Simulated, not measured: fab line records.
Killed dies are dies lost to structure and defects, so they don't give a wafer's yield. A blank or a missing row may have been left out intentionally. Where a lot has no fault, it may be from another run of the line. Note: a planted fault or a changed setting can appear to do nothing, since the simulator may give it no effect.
Chamber matching | flow nandHarc | NHARC_P_ZERO_WELL_DESCUM_54 on rieDiel-09 has 4 sister chambers
The step chemistry O2, time 3 s. 14 wafers are shown with their chamber, then 7 later ones without.

## EACH WAFER AND ITS CHAMBER
wafer  | chamber | drypumpMotorCurrentA (A) | rfVppV (V) | throttleValvePct (%)
L078.3 | 1       | 5.8                      | 57.6       | 11.323
L078.4 | 0       | 5.1                      | 58.4       | 11.303
L078.5 | 3       | 4.7                      | 58.8       | 11.318
L082.2 | 3       | 4.7                      | 58.7       | 11.316
L082.4 | 0       | 5.1                      | 58.8       | 11.317
L082.6 | 2       | 5.4                      | 58.3       | 11.316
L087.2 | 3       | 4.7                      | 59.0       | 11.314
L087.3 | 2       | 5.4                      | 57.8       | 11.298
L087.5 | 0       | 5.1                      | 58.0       | 11.303
L090.1 | 3       | 4.7                      | 57.9       | 11.301
L090.3 | 1       | 5.8                      | 56.5       | 11.306
L090.5 | 0       | 5.1                      | 57.8       | 11.304
L091.1 | 0       | 5.1                      | 58.1       | 11.317
L091.5 | 1       | 5.7                      | 56.8       | 11.310

SIGNATURES, as means of the wafers listed above
reading              | chamber 0 | chamber 1 | chamber 2 | chamber 3 | scatter within a chamber
drypumpMotorCurrentA | 5.100     | 5.767     | 5.400     | 4.700     | 0.0258
rfVppV               | 58.220    | 56.967    | 58.050    | 58.600    | 0.456
throttleValvePct     | 11.30880  | 11.31300  | 11.30700  | 11.31225  | 0.00849
Rule: for a wafer and a chamber, the distance is found by dividing, reading by reading, the gap between the wafer's reading and the chamber's mean by the reading's scatter, squaring, summing and taking the root. The wafer belongs to the nearest chamber; if the next one is less than 2 further off, it can't be placed. The scatter is the square root of a quotient: the sum, over the shown wafers, of each reading's squared deviation from its chamber's mean, divided by wafers minus chambers.

## WAFERS WITHOUT THEIR CHAMBER
wafer  | drypumpMotorCurrentA (A) | rfVppV (V) | throttleValvePct (%)
L091.6 | 5.4                      | 56.4       | 11.290
L092.1 | 5.4                      | 58.7       | 11.296
L092.4 | 4.7                      | 57.5       | 11.322
L092.6 | 4.7                      | 58.3       | 11.302
L093.2 | 5.4                      | 56.7       | 11.304
L093.3 | 4.7                      | 57.0       | 11.298
L093.6 | 5.1                      | 58.2       | 11.308

## EACH ONE'S CHAMBER
wafer  | from the rows above | in truth
L091.6 | 2                   | 2
L092.1 | 2                   | 2
L092.4 | 3                   | 3
L092.6 | 3                   | 3
L093.2 | 2                   | 2
L093.3 | 3                   | 3
L093.6 | 0                   | 0
Placed correctly: 7 of 7. Not placeable from these rows: 0. Wrongly placed: 0.
